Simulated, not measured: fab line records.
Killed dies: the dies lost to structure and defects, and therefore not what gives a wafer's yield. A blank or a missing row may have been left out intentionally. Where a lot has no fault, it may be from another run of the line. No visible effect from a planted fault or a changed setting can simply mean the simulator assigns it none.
fab line records	flow n5_finfet
[record] lots = 24	wafers = 72	last_day = 17
route steps=1938 shown BEOL_M14@1747 BEOL_M15@1784
lots untouched by any fault: they come from a run of this same line in which no faults occurred
start_h: the number of hours between the record's first day and the start of the first shown wafer of the lot	wait_h: hours elapsed since this lot's preceding step	" identical to the entry in the row above	L1.1+2: several wafers, shown together as one row	- no value, or no start given	* or withheld: withheld	< > ~ a bound
route shown NAME@n: a module of which the file shows steps, and the number in the route of the first	usual: mean/standard deviation taken from wafers without a fault	same: alike in all rows	chamber/n: place in a boat	sites: readings site by site	_std_site: standard deviation of those values	_edge_site: outer sites' mean less inner sites'	radius_mm: for every site, how far away it sits from the centre of the wafer	mask NAME#n: copy n	behind: tool/chamber where the wafer was last shaped	hold: why the lot went on hold/how many hours it stayed there/how the hold came to an end	device: the transistor (n, p or np) that didn't switch	end of line: at the end of the route, the tests of the same wafers	where a step has no rows: the recipe by itself	killed: dies lost to structure and defects at the first sort, not the wafer's yield	map: per-die view of a wafer (x killed, . not killed, _ where there is no die)
set.NAME: the setting as run; set.NAME@STEP: as run at that earlier step	model.NAME: the simulator's own value behind a step, which no gauge read
route steps across a sampled set of lots; one table per step, one row per wafer
services: a tool's chamber out of use, with start hour (start_h, from the record's first day; less than 0 if before it), hours out, and reason
[[steps]]
[step N5_BEOL_M14_OVL_MEAS_29]
[recipe] points_per_wafer = 44
[usual] M14_OVL = -1/5.4
lot.wafer	tool	chamber	start_h	wait_h	M14_OVL[nm]
L076.3	overlay-01	0	257.83	0.0	7
L076.5	"	0	"	"	0
L076.6	"	0	"	"	-3
L075.1	overlay-02	0	260.08	0.0	-2
L075.2	"	0	"	"	-4
L075.5	"	0	"	"	-3
L074.2	overlay-02	0	262.40	0.0	-12
L074.4	"	0	"	"	-11
L074.5	"	0	"	"	-7
L077.2	overlay-02	0	268.63	0.0	2
L077.3	"	0	"	"	-3
L077.4	"	0	"	"	0
L078.2	overlay-01	0	277.22	0.0	-5
L078.3	"	0	"	"	0
L078.4	"	0	"	"	-7
L079.2	overlay-01	0	278.20	0.0	2
L079.3	"	0	"	"	-8
L079.6	"	0	"	"	-1
L080.3	overlay-01	0	287.07	0.0	-12
L080.4	"	0	"	"	-3
L080.6	"	0	"	"	2
L082.1	overlay-02	0	291.23	0.0	7
L082.2	"	0	"	"	-4
L082.3	"	0	"	"	3
L081.3	overlay-02	0	292.13	0.0	-4
L081.4	"	0	"	"	-3
L081.6	"	0	"	"	0
L083.2	overlay-01	0	299.55	0.0	15
L083.5	"	0	"	"	0
L083.6	"	0	"	"	13
L084.2	overlay-02	0	301.05	0.0	3
L084.3	"	0	"	"	-4
L084.4	"	0	"	"	-2
L085.1	overlay-01	0	324.38	0.0	3
L085.4	"	0	"	"	7
L085.5	"	0	"	"	3
L086.1	overlay-01	0	331.87	0.0	-2
L086.2	"	0	"	"	1
L086.6	"	0	"	"	2
L088.2	overlay-02	0	338.09	0.0	8
L088.5	"	0	"	"	6
L088.6	"	0	"	"	3
L087.1	overlay-01	0	341.26	0.0	-4
L087.2	"	0	"	"	-1
L087.4	"	0	"	"	-7
L089.1	overlay-01	0	346.14	0.0	5
L089.4	"	0	"	"	-3
L089.6	"	0	"	"	0
L090.1	overlay-02	0	350.85	0.0	5
L090.3	"	0	"	"	4
L090.5	"	0	"	"	1
L091.2	overlay-01	0	357.01	0.0	2
L091.4	"	0	"	"	6
L091.6	"	0	"	"	4
L092.2	overlay-01	0	361.37	0.0	-7
L092.4	"	0	"	"	-8
L092.6	"	0	"	"	-1
L094.1	overlay-02	0	371.94	0.0	10
L094.5	"	0	"	"	2
L094.6	"	0	"	"	3
L093.2	overlay-02	0	373.82	0.0	-1
L093.3	"	0	"	"	-5
L093.5	"	0	"	"	0
L095.1	overlay-02	0	384.81	0.0	0
L095.2	"	0	"	"	7
L095.5	"	0	"	"	7
L097.3	overlay-01	0	387.29	0.0	0
L097.5	"	0	"	"	7
L097.6	"	0	"	"	-5
L096.2	overlay-02	0	387.48	0.0	-6
L096.4	"	0	"	"	1
L096.6	"	0	"	"	-8
[step N5_BEOL_M14_DESCUM_33]
[recipe] chemistry = O2	time_s = 7.9	source_power_w = 50	bias_power_w = 20	pressure_mtorr = 20	rf_frequency_hz = 2.712e+07	temp_c = 40	o2_flow_sccm = 225
[usual] bias_power_w = 20.01/0.064	drypump_motor_current_A = 5.5/0.38	oes_product_au = 0.81/0.082	rf_vpp_V = 243.0/1.7	showerhead_plenum_p_Torr = 2.08/0.087	throttle_valve_pct = 20.3/0.31
[same] time_s = 7.9
lot.wafer	tool	chamber	start_h	wait_h	bias_power_w	drypump_motor_current_A	oes_product_au	rf_hours_counter_h	rf_vpp_V	showerhead_plenum_p_Torr	throttle_valve_pct
L076.3	rie_diel-04	3	257.89	0.0	20.02	5.0	0.86	30	242.3	2.14	19.9
L076.5	"	0	"	"	20.04	6.0	0.87	-	243.2	2.13	20.2
L076.6	"	1	"	"	19.94	5.6	0.95	-	246.0	2.20	20.1
L075.1	rie_diel-05	3	260.81	0.7	20.00	5.0	0.69	247	245.2	2.14	20.5
L075.2	"	1	"	"	20.02	5.6	0.77	100	242.9	2.02	20.2
L075.5	"	3	"	"	20.03	5.0	0.68	-	244.4	2.14	20.5
L074.2	rie_diel-05	3	262.46	0.0	20.03	5.0	0.69	248	243.8	2.14	20.5
L074.4	"	1	"	"	20.03	5.6	0.76	101	241.8	2.02	20.2
L074.5	"	1	"	"	20.06	5.5	0.76	-	242.0	2.02	20.2
L077.2	rie_diel-05	0	268.68	0.0	20.03	4.9	0.70	223	241.7	1.95	20.4
L077.3	"	1	"	"	20.05	5.6	0.76	104	241.4	2.02	20.2
L077.4	"	2	"	"	20.08	5.7	0.74	-	240.7	1.92	21.0
L078.2	rie_diel-01	0	277.31	0.1	20.04	6.0	0.87	69	241.9	2.01	20.1
L078.3	"	2	"	"	19.96	5.4	0.79	101	243.2	2.15	20.7
L078.4	"	3	"	"	19.96	5.9	0.69	227	245.2	2.18	20.8
L079.2	rie_diel-04	1	278.26	0.0	20.00	5.6	0.93	28	245.1	2.20	20.1
L079.3	"	0	"	"	20.06	6.0	0.85	49	245.2	2.12	20.2
L079.6	"	0	"	"	19.97	6.0	0.85	-	244.5	2.12	20.2
L080.3	rie_diel-05	3	287.19	0.1	20.06	5.0	0.97	1	244.7	2.14	20.1
L080.4	"	0	"	"	19.89	4.8	0.69	233	241.8	1.95	20.4
L080.6	"	3	"	"	20.11	5.0	0.97	-	245.0	2.14	20.1
L082.1	rie_diel-04	1	291.42	0.2	20.03	5.6	0.93	32	245.1	2.20	20.1
L082.2	"	3	"	"	20.00	5.1	0.83	45	243.4	2.14	19.9
L082.3	"	0	"	"	19.97	6.0	0.84	53	245.5	2.12	20.2
L081.3	rie_diel-04	2	292.24	0.1	20.17	5.7	0.89	26	243.6	2.11	20.5
L081.4	"	3	"	"	19.99	5.1	0.84	46	244.8	2.14	20.0
L081.6	"	1	"	"	19.99	5.6	0.93	-	246.3	2.20	20.1
L083.2	rie_diel-04	3	299.79	0.2	20.03	5.0	0.83	48	244.5	2.14	20.0
L083.5	"	0	"	"	19.99	6.0	0.84	-	244.6	2.12	20.2
L083.6	"	3	"	"	20.13	5.0	0.83	-	244.1	2.14	19.9
L084.2	rie_diel-05	0	301.11	0.0	20.03	4.9	0.69	237	241.2	1.95	20.5
L084.3	"	1	"	"	20.07	5.6	0.75	118	241.9	2.02	20.3
L084.4	"	0	"	"	20.07	4.9	0.69	-	241.3	1.95	20.4
L085.1	rie_diel-05	1	324.44	0.0	20.11	5.6	0.74	127	240.4	2.01	20.3
L085.4	"	3	"	"	19.99	5.0	0.93	7	242.6	2.14	20.1
L085.5	"	1	"	"	19.97	5.6	0.74	-	241.1	2.01	20.3
L086.1	rie_diel-05	0	331.96	0.1	19.95	4.9	0.68	247	241.7	1.95	20.4
L086.2	"	2	"	"	19.92	5.7	0.72	202	239.6	1.92	21.0
L086.6	"	2	"	"	20.08	5.7	0.72	-	240.8	1.92	21.0
L088.2	rie_diel-04	2	338.15	0.0	20.09	5.7	0.85	41	242.5	2.11	20.5
L088.5	"	3	"	"	19.96	5.0	0.81	-	243.9	2.13	20.0
L088.6	"	2	"	"	20.02	5.7	0.87	-	244.1	2.11	20.5
L087.1	rie_diel-01	0	341.32	0.0	20.01	6.0	0.85	91	241.9	2.00	20.1
L087.2	"	2	"	"	20.05	5.4	0.77	128	242.4	2.14	20.7
L087.4	"	1	"	"	19.93	5.2	0.72	-	243.4	2.05	20.5
L089.1	rie_diel-05	3	346.26	0.1	20.10	5.0	0.90	15	243.2	2.14	20.1
L089.4	"	1	"	"	20.04	5.6	0.73	-	242.7	2.01	20.3
L089.6	"	2	"	"	20.09	5.7	0.71	-	238.0	1.91	21.0
L090.1	rie_diel-04	0	350.91	0.0	19.99	6.0	0.82	72	242.4	2.11	20.2
L090.3	"	3	"	"	20.12	5.1	0.81	65	244.7	2.13	20.0
L090.5	"	0	"	"	20.07	6.0	0.82	-	244.4	2.11	20.2
L091.2	rie_diel-01	0	357.18	0.1	20.07	6.0	0.84	98	241.9	2.00	20.1
L091.4	"	2	"	"	20.06	5.4	0.76	134	242.6	2.14	20.7
L091.6	"	1	"	"	20.01	5.2	0.72	-	243.2	2.05	20.5
L092.2	rie_diel-01	3	361.59	0.2	19.91	5.9	0.98	4	243.5	2.17	20.4
L092.4	"	2	"	"	19.90	5.4	0.77	136	243.0	2.14	20.8
L092.6	"	1	"	"	20.08	5.2	0.72	-	242.1	2.05	20.5
L094.1	rie_diel-01	3	372.00	0.0	20.00	5.9	0.96	8	245.3	2.17	20.4
L094.5	"	3	"	"	20.00	5.9	0.96	-	244.7	2.17	20.4
L094.6	"	0	"	"	20.06	6.0	0.84	-	242.4	2.00	20.1
L093.2	rie_diel-04	2	374.24	0.4	20.03	5.7	0.84	55	243.5	2.10	20.5
L093.3	"	0	"	"	19.96	6.0	0.82	80	244.4	2.11	20.2
L093.5	"	0	"	"	20.02	6.0	0.82	-	243.5	2.11	20.2
L095.1	rie_diel-04	2	384.87	0.0	20.04	5.7	0.84	59	242.8	2.10	20.5
L095.2	"	0	"	"	19.97	6.0	0.80	84	245.2	2.11	20.2
L095.5	"	0	"	"	19.91	6.0	0.80	-	242.7	2.11	20.2
L097.3	rie_diel-04	1	387.35	0.0	19.89	5.6	0.87	65	245.4	2.18	20.1
L097.5	"	1	"	"	20.02	5.6	0.87	-	246.4	2.18	20.1
L097.6	"	2	"	"	20.06	5.7	0.83	-	243.9	2.10	20.5
L096.2	rie_diel-05	3	387.72	0.2	19.99	5.0	0.86	31	243.4	2.13	20.2
L096.4	"	0	"	"	19.95	4.9	0.94	11	245.9	2.20	20.0
L096.6	"	3	"	"	20.08	5.0	0.86	-	242.8	2.13	20.2
[step N5_BEOL_M14_TRENCH_ETCH_34]
[recipe] chemistry = C4F8/O2/Ar	target = SiO2	target_depth_a = 5566.5	mask_material = SOC	he_inner_torr = 15	he_outer_torr = 30	time_s = 126.9	ion_energy_ev = 800	pressure_mtorr = 20	source_w = 1905	bias_w = 2040	Ar_flow_sccm = 400	C4F8_flow_sccm = 16	O2_flow_sccm = 12
[usual] drypump_motor_current_A = 5.5/0.38	he_inner_torr = 15.005/0.028	oes_f_703_au = 0.79/0.076	oes_product_au = 0.80/0.079	rf_vpp_V = 2240/64	showerhead_plenum_p_Torr = 3.43/0.14	throttle_valve_pct = 30.9/0.35
[same] time_s = 126.9
lot.wafer	tool	chamber	start_h	wait_h	drypump_motor_current_A	he_inner_torr	oes_f_703_au	oes_product_au	rf_hours_counter_h	rf_vpp_V	showerhead_plenum_p_Torr	throttle_valve_pct
L076.3	rie_diel-04	3	258.34	0.0	5.1	15.015	0.91	0.90	30	2191	3.50	30.3
L076.5	"	0	"	"	6.0	14.998	0.82	0.85	-	2274	3.54	31.0
L076.6	"	1	"	"	5.6	15.017	0.89	0.92	-	2223	3.67	30.9
L075.1	rie_diel-05	3	261.26	0.0	5.0	15.006	0.71	0.69	247	2189	3.49	30.7
L075.2	"	1	"	"	5.6	14.971	0.73	0.74	101	2216	3.35	30.8
L075.5	"	3	"	"	5.0	14.998	0.72	0.69	-	2187	3.49	30.7
L074.2	rie_diel-05	3	262.92	0.0	5.0	14.969	0.72	0.69	248	2188	3.49	30.7
L074.4	"	1	"	"	5.6	15.002	0.73	0.74	101	2216	3.35	30.7
L074.5	"	1	"	"	5.6	14.971	0.73	0.74	-	2216	3.35	30.7
L077.2	rie_diel-05	0	269.14	0.0	4.9	14.954	0.70	0.69	223	2171	3.24	30.8
L077.3	"	1	"	"	5.6	15.075	0.73	0.73	104	2217	3.34	30.7
L077.4	"	2	"	"	5.7	15.064	0.79	0.76	-	2191	3.17	31.5
L078.2	rie_diel-01	0	277.77	0.0	6.1	15.017	0.81	0.84	69	2369	3.34	30.7
L078.3	"	2	"	"	5.4	14.989	0.81	0.82	101	2325	3.47	31.0
L078.4	"	3	"	"	5.9	15.025	0.68	0.68	228	2355	3.52	30.9
L079.2	rie_diel-04	1	278.72	0.0	5.6	15.024	0.86	0.90	28	2223	3.67	31.0
L079.3	"	0	"	"	6.0	15.010	0.80	0.84	49	2273	3.53	31.0
L079.6	"	0	"	"	6.0	15.026	0.81	0.84	-	2274	3.53	31.0
L080.3	rie_diel-05	3	287.64	0.0	5.0	14.968	1.01	0.97	1	2189	3.49	30.4
L080.4	"	0	"	"	4.9	15.017	0.69	0.69	233	2169	3.24	30.8
L080.6	"	3	"	"	5.0	15.011	1.00	0.97	-	2187	3.49	30.4
L082.1	rie_diel-04	1	291.88	0.0	5.6	15.023	0.86	0.90	32	2222	3.67	31.0
L082.2	"	3	"	"	5.1	15.019	0.88	0.86	45	2189	3.49	30.3
L082.3	"	0	"	"	6.0	14.996	0.80	0.82	54	2274	3.53	31.0
L081.3	rie_diel-04	2	292.70	0.0	5.7	15.067	0.83	0.87	26	2334	3.53	31.4
L081.4	"	3	"	"	5.1	14.972	0.88	0.87	46	2191	3.49	30.3
L081.6	"	1	"	"	5.6	15.104	0.85	0.89	-	2222	3.67	31.0
L083.2	rie_diel-04	3	300.24	0.0	5.1	15.030	0.88	0.86	48	2192	3.49	30.3
L083.5	"	0	"	"	6.0	14.965	0.80	0.83	-	2272	3.53	31.0
L083.6	"	3	"	"	5.0	15.033	0.88	0.86	-	2189	3.49	30.3
L084.2	rie_diel-05	0	301.56	0.0	4.9	15.033	0.68	0.69	237	2171	3.23	30.9
L084.3	"	1	"	"	5.6	15.012	0.72	0.73	118	2215	3.34	30.8
L084.4	"	0	"	"	4.9	15.009	0.70	0.68	-	2171	3.23	30.8
L085.1	rie_diel-05	1	324.90	0.0	5.6	15.060	0.71	0.72	127	2216	3.33	30.8
L085.4	"	3	"	"	5.0	15.062	0.97	0.94	7	2189	3.48	30.4
L085.5	"	1	"	"	5.6	15.046	0.71	0.71	-	2214	3.33	30.8
L086.1	rie_diel-05	0	332.41	0.0	4.9	14.989	0.68	0.67	247	2171	3.23	30.8
L086.2	"	2	"	"	5.7	14.935	0.75	0.73	203	2190	3.15	31.5
L086.6	"	2	"	"	5.7	15.035	0.76	0.73	-	2189	3.15	31.5
L088.2	rie_diel-04	2	338.61	0.0	5.7	14.998	0.80	0.86	42	2333	3.53	31.4
L088.5	"	3	"	"	5.0	14.946	0.86	0.86	-	2189	3.48	30.3
L088.6	"	2	"	"	5.7	14.983	0.81	0.83	-	2333	3.52	31.4
L087.1	rie_diel-01	0	341.77	0.0	6.0	14.986	0.79	0.81	91	2365	3.33	30.7
L087.2	"	2	"	"	5.4	15.018	0.79	0.77	128	2324	3.45	31.0
L087.4	"	1	"	"	5.2	15.045	0.69	0.70	-	2188	3.39	31.0
L089.1	rie_diel-05	3	346.71	0.0	5.0	14.982	0.95	0.92	15	2187	3.48	30.4
L089.4	"	1	"	"	5.6	15.012	0.70	0.70	-	2214	3.33	30.8
L089.6	"	2	"	"	5.7	14.995	0.75	0.73	-	2189	3.15	31.5
L090.1	rie_diel-04	0	351.37	0.0	6.0	15.001	0.78	0.80	72	2271	3.52	31.0
L090.3	"	3	"	"	5.1	15.015	0.86	0.84	66	2189	3.48	30.3
L090.5	"	0	"	"	6.1	15.003	0.78	0.80	-	2273	3.52	31.0
L091.2	rie_diel-01	0	357.63	0.0	6.0	15.030	0.77	0.79	99	2367	3.33	30.7
L091.4	"	2	"	"	5.4	14.980	0.78	0.77	134	2324	3.45	31.0
L091.6	"	1	"	"	5.2	14.975	0.68	0.68	-	2188	3.39	31.0
L092.2	rie_diel-01	3	362.04	0.0	5.9	15.022	0.90	0.96	4	2354	3.51	30.7
L092.4	"	2	"	"	5.4	15.034	0.78	0.78	137	2323	3.45	31.0
L092.6	"	1	"	"	5.2	15.019	0.68	0.69	-	2187	3.39	31.0
L094.1	rie_diel-01	3	372.46	0.0	6.0	15.016	0.89	0.92	9	2357	3.51	30.7
L094.5	"	3	"	"	5.9	15.032	0.89	0.94	-	2355	3.51	30.7
L094.6	"	0	"	"	6.0	15.030	0.76	0.80	-	2367	3.32	30.7
L093.2	rie_diel-04	2	374.69	0.0	5.7	15.004	0.79	0.82	55	2333	3.52	31.5
L093.3	"	0	"	"	6.0	15.018	0.77	0.80	80	2272	3.52	31.0
L093.5	"	0	"	"	6.0	15.000	0.76	0.80	-	2272	3.52	31.0
L095.1	rie_diel-04	2	385.32	0.0	5.6	15.021	0.78	0.81	59	2332	3.52	31.4
L095.2	"	0	"	"	6.0	15.005	0.77	0.79	85	2273	3.51	31.0
L095.5	"	0	"	"	6.0	15.020	0.76	0.78	-	2271	3.52	31.0
L097.3	rie_diel-04	1	387.80	0.0	5.6	15.015	0.81	0.84	65	2219	3.65	31.0
L097.5	"	1	"	"	5.6	15.000	0.81	0.84	-	2221	3.65	31.0
L097.6	"	2	"	"	5.7	14.988	0.78	0.80	-	2332	3.51	31.5
L096.2	rie_diel-05	3	388.17	0.0	5.0	14.971	0.90	0.89	31	2187	3.47	30.4
L096.4	"	0	"	"	4.9	15.006	0.94	0.94	12	2209	3.62	30.5
L096.6	"	3	"	"	5.0	14.996	0.91	0.88	-	2187	3.47	30.4
[step N5_BEOL_M14_SPUTTER_43]
[recipe] material = TaN	target_thk_a = 150	temp_c = 50	bias_v = 168.6	power_w = 15000	chamber_pressure_pa = 0.12	time_s = 24.19
[usual] throttle_valve_pct = 29.8/0.95
[same] time_s = 24.19
lot.wafer	tool	chamber	start_h	wait_h	throttle_valve_pct
L076.3	pvd_sputter-03	-	259.63	0.0	30.0
L076.5	"	-	"	"	28.7
L076.6	"	-	"	"	29.6
L075.1	pvd_sputter-01	-	263.63	0.0	30.9
L075.2	"	-	"	"	29.8
L075.5	"	-	"	"	29.4
L074.2	pvd_sputter-03	-	265.58	0.0	29.3
L074.4	"	-	"	"	28.9
L074.5	"	-	"	"	29.3
L077.2	pvd_sputter-02	-	270.99	0.0	29.5
L077.3	"	-	"	"	29.2
L077.4	"	-	"	"	27.7
L078.2	pvd_sputter-02	-	279.25	0.0	30.9
L078.3	"	-	"	"	29.7
L078.4	"	-	"	"	29.5
L079.2	pvd_sputter-03	-	280.93	0.0	29.8
L079.3	"	-	"	"	30.2
L079.6	"	-	"	"	28.9
L080.3	pvd_sputter-01	-	289.76	0.0	31.1
L080.4	"	-	"	"	29.8
L080.6	"	-	"	"	29.7
L082.1	pvd_sputter-03	-	292.45	0.0	30.1
L082.2	"	-	"	"	30.2
L082.3	"	-	"	"	29.5
L081.3	pvd_sputter-01	-	297.51	0.0	30.8
L081.4	"	-	"	"	29.4
L081.6	"	-	"	"	31.4
L083.2	pvd_sputter-02	-	303.31	0.0	29.9
L083.5	"	-	"	"	29.5
L083.6	"	-	"	"	30.9
L084.2	pvd_sputter-01	-	303.42	0.0	30.7
L084.3	"	-	"	"	31.6
L084.4	"	-	"	"	29.4
L085.1	pvd_sputter-03	-	328.74	0.0	29.9
L085.4	"	-	"	"	29.4
L085.5	"	-	"	"	28.7
L086.1	pvd_sputter-03	-	334.17	0.0	29.8
L086.2	"	-	"	"	29.9
L086.6	"	-	"	"	30.0
L088.2	pvd_sputter-01	-	339.97	0.0	29.4
L088.5	"	-	"	"	32.0
L088.6	"	-	"	"	29.7
L087.1	pvd_sputter-02	-	343.44	0.0	31.1
L087.2	"	-	"	"	27.6
L087.4	"	-	"	"	29.5
L089.1	pvd_sputter-03	-	347.52	0.0	29.7
L089.4	"	-	"	"	28.7
L089.6	"	-	"	"	29.3
L090.1	pvd_sputter-03	-	352.90	0.0	28.5
L090.3	"	-	"	"	29.5
L090.5	"	-	"	"	29.5
L091.2	pvd_sputter-03	-	358.67	0.0	29.7
L091.4	"	-	"	"	30.3
L091.6	"	-	"	"	29.9
L092.2	pvd_sputter-01	-	365.30	0.0	29.2
L092.4	"	-	"	"	31.6
L092.6	"	-	"	"	29.3
L094.1	pvd_sputter-01	-	374.69	0.0	29.1
L094.5	"	-	"	"	31.4
L094.6	"	-	"	"	31.0
L093.2	pvd_sputter-03	-	376.79	0.0	29.9
L093.3	"	-	"	"	29.4
L093.5	"	-	"	"	30.2
L095.1	pvd_sputter-01	-	388.20	0.0	29.9
L095.2	"	-	"	"	31.4
L095.5	"	-	"	"	30.0
L097.3	pvd_sputter-02	-	389.48	0.0	29.5
L097.5	"	-	"	"	28.0
L097.6	"	-	"	"	29.3
L096.2	pvd_sputter-02	-	389.80	0.0	31.0
L096.4	"	-	"	"	27.7
L096.6	"	-	"	"	28.1
[step N5_BEOL_M15_OVL_MEAS_11]
[recipe] points_per_wafer = 44
[usual] V14_OVL = -3/5.3
lot.wafer	tool	chamber	start_h	wait_h	V14_OVL[nm]
L076.3	overlay-02	0	261.46	0.0	-7
L076.5	"	0	"	"	-14
L076.6	"	0	"	"	-5
L075.1	overlay-02	0	265.71	0.0	-8
L075.2	"	0	"	"	-12
L075.5	"	0	"	"	-6
L074.2	overlay-02	0	268.33	0.0	7
L074.4	"	0	"	"	-5
L074.5	"	0	"	"	-2
L077.2	overlay-01	0	272.94	0.0	-4
L077.3	"	0	"	"	-4
L077.4	"	0	"	"	-7
L078.2	overlay-02	0	281.33	0.0	-1
L078.3	"	0	"	"	-5
L078.4	"	0	"	"	-3
L079.2	overlay-02	0	282.89	0.0	-3
L079.3	"	0	"	"	-6
L079.6	"	0	"	"	-1
L080.3	overlay-01	0	291.83	0.0	4
L080.4	"	0	"	"	4
L080.6	"	0	"	"	0
L082.1	overlay-02	0	294.91	0.0	0
L082.2	"	0	"	"	7
L082.3	"	0	"	"	-5
L081.3	overlay-02	0	299.46	0.0	2
L081.4	"	0	"	"	-2
L081.6	"	0	"	"	-5
L083.2	overlay-01	0	305.52	0.0	0
L083.5	"	0	"	"	7
L083.6	"	0	"	"	-1
L084.2	overlay-01	0	305.68	0.0	-11
L084.3	"	0	"	"	-4
L084.4	"	0	"	"	-4
L085.1	overlay-02	0	330.89	0.0	1
L085.4	"	0	"	"	-4
L085.5	"	0	"	"	8
L086.1	overlay-02	0	336.00	0.0	-10
L086.2	"	0	"	"	-3
L086.6	"	0	"	"	-7
L088.2	overlay-02	0	341.94	0.0	9
L088.5	"	0	"	"	0
L088.6	"	0	"	"	-3
L087.1	overlay-01	0	345.40	0.0	-7
L087.2	"	0	"	"	-3
L087.4	"	0	"	"	7
L089.1	overlay-02	0	349.64	0.0	-7
L089.4	"	0	"	"	-3
L089.6	"	0	"	"	-8
L090.1	overlay-02	0	354.91	0.0	-6
L090.3	"	0	"	"	-5
L090.5	"	0	"	"	-1
L091.2	overlay-02	0	360.86	0.0	-5
L091.4	"	0	"	"	-2
L091.6	"	0	"	"	-7
L092.2	overlay-02	0	367.30	0.0	-1
L092.4	"	0	"	"	0
L092.6	"	0	"	"	-6
L094.1	overlay-01	0	377.10	0.0	-13
L094.5	"	0	"	"	-7
L094.6	"	0	"	"	-8
L093.2	overlay-01	0	378.63	0.0	-4
L093.3	"	0	"	"	-5
L093.5	"	0	"	"	-2
L095.1	overlay-01	0	390.18	0.0	-13
L095.2	"	0	"	"	-6
L095.5	"	0	"	"	-6
L097.3	overlay-02	0	391.35	0.0	-2
L097.5	"	0	"	"	-2
L097.6	"	0	"	"	-4
L096.2	overlay-01	0	391.80	0.0	-8
L096.4	"	0	"	"	-9
L096.6	"	0	"	"	-2
[step N5_BEOL_M15_RS_MEAS_54]
[recipe] thk_meas_gauge = four-point-probe	reads = Cu_of_BEOL_M15_ECD_47+Ta_of_BEOL_M15_SPUTTER_44+TaN_of_BEOL_M15_SPUTTER_43
[usual] M15_RS = 0.0216/0.00066
lot.wafer	tool	chamber	start_h	wait_h	M15_RS[ohm/sq]
L076.3	film_metro-02	-	266.21	0.1	0.0217
L076.5	"	-	"	"	0.0207
L076.6	"	-	"	"	0.0229
L075.1	film_metro-01	-	271.51	0.0	0.0226
L075.2	"	-	"	"	0.0215
L075.5	"	-	"	"	0.0225
L074.2	film_metro-02	-	275.17	0.1	0.0223
L074.4	"	-	"	"	0.0222
L074.5	"	-	"	"	0.0217
L077.2	film_metro-01	-	277.35	0.1	0.0216
L077.3	"	-	"	"	0.0222
L077.4	"	-	"	"	0.0218
L078.2	film_metro-01	-	286.13	0.1	0.0216
L078.3	"	-	"	"	0.0211
L078.4	"	-	"	"	0.0229
L079.2	film_metro-02	-	293.77	0.1	0.0218
L079.3	"	-	"	"	0.0218
L079.6	"	-	"	"	0.0217
L080.3	film_metro-01	-	299.50	0.1	0.0222
L080.4	"	-	"	"	0.0215
L080.6	"	-	"	"	0.0215
L082.1	film_metro-02	-	300.94	0.1	0.0226
L082.2	"	-	"	"	0.0206
L082.3	"	-	"	"	0.0211
L081.3	film_metro-01	-	305.12	0.1	0.0208
L081.4	"	-	"	"	0.0226
L081.6	"	-	"	"	0.0212
L083.2	film_metro-02	-	311.85	0.1	0.0217
L083.5	"	-	"	"	0.0218
L083.6	"	-	"	"	0.0219
L084.2	film_metro-02	-	313.27	0.1	0.0215
L084.3	"	-	"	"	0.0214
L084.4	"	-	"	"	0.0215
L085.1	film_metro-02	-	336.39	0.0	0.0233
L085.4	"	-	"	"	0.0219
L085.5	"	-	"	"	0.0209
L086.1	film_metro-01	-	340.86	0.0	0.0208
L086.2	"	-	"	"	0.0232
L086.6	"	-	"	"	0.0209
L088.2	film_metro-01	-	348.05	0.1	0.0219
L088.5	"	-	"	"	0.0216
L088.6	"	-	"	"	0.0216
L087.1	film_metro-01	-	351.69	0.1	0.0215
L087.2	"	-	"	"	0.0214
L087.4	"	-	"	"	0.0212
L089.1	film_metro-02	-	354.04	0.0	0.0220
L089.4	"	-	"	"	0.0217
L089.6	"	-	"	"	0.0217
L090.1	film_metro-01	-	359.24	0.1	0.0213
L090.3	"	-	"	"	0.0212
L090.5	"	-	"	"	0.0213
L091.2	film_metro-01	-	366.14	0.1	0.0227
L091.4	"	-	"	"	0.0201
L091.6	"	-	"	"	0.0204
L092.2	film_metro-01	-	372.10	0.1	0.0211
L092.4	"	-	"	"	0.0206
L092.6	"	-	"	"	0.0209
L094.1	film_metro-01	-	383.42	0.0	0.0219
L094.5	"	-	"	"	0.0220
L094.6	"	-	"	"	0.0218
L093.2	film_metro-02	-	383.73	0.1	0.0213
L093.3	"	-	"	"	0.0214
L093.5	"	-	"	"	0.0215
L097.3	film_metro-01	-	399.05	0.1	0.0221
L097.5	"	-	"	"	0.0220
L097.6	"	-	"	"	0.0219
L096.2	film_metro-02	-	399.07	0.1	0.0206
L096.4	"	-	"	"	0.0230
L096.6	"	-	"	"	0.0212
L095.1	film_metro-02	-	399.39	0.0	0.0207
L095.2	"	-	"	"	0.0214
L095.5	"	-	"	"	0.0231
[[services]]
tool	chamber	start_h	hours	kind
rie_diel-05	0	245.48	11.8	repair
rie_diel-01	-	259.93	15.6	pm
rie_diel-05	3	266.21	-	clean
rie_diel-05	3	266.21	-	consumable_replace:focus_ring
rie_diel-05	3	266.21	19.3	scheduled_down
rie_diel-05	3	266.21	19.3	vent_cycle
rie_diel-01	1	286.84	1.3	repair
rie_diel-05	3	295.88	15.1	repair
rie_diel-01	0	311.92	8.4	repair
rie_diel-05	0	314.81	2.2	repair
rie_diel-01	3	337.19	-	clean
rie_diel-01	3	337.19	-	consumable_replace:focus_ring
rie_diel-01	3	337.19	15.0	scheduled_down
rie_diel-01	3	337.19	15.0	vent_cycle
rie_diel-05	0	342.27	-	clean
rie_diel-05	0	342.27	-	consumable_replace:focus_ring
rie_diel-05	0	342.27	-	consumable_replace:showerhead
rie_diel-05	0	342.27	16.1	scheduled_down
rie_diel-05	0	342.27	16.1	vent_cycle
pvd_sputter-03	-	355.57	0.7	repair
pvd_sputter-02	-	365.16	1.1	repair
pvd_sputter-03	-	378.37	1.7	repair
[[key]]
fault none
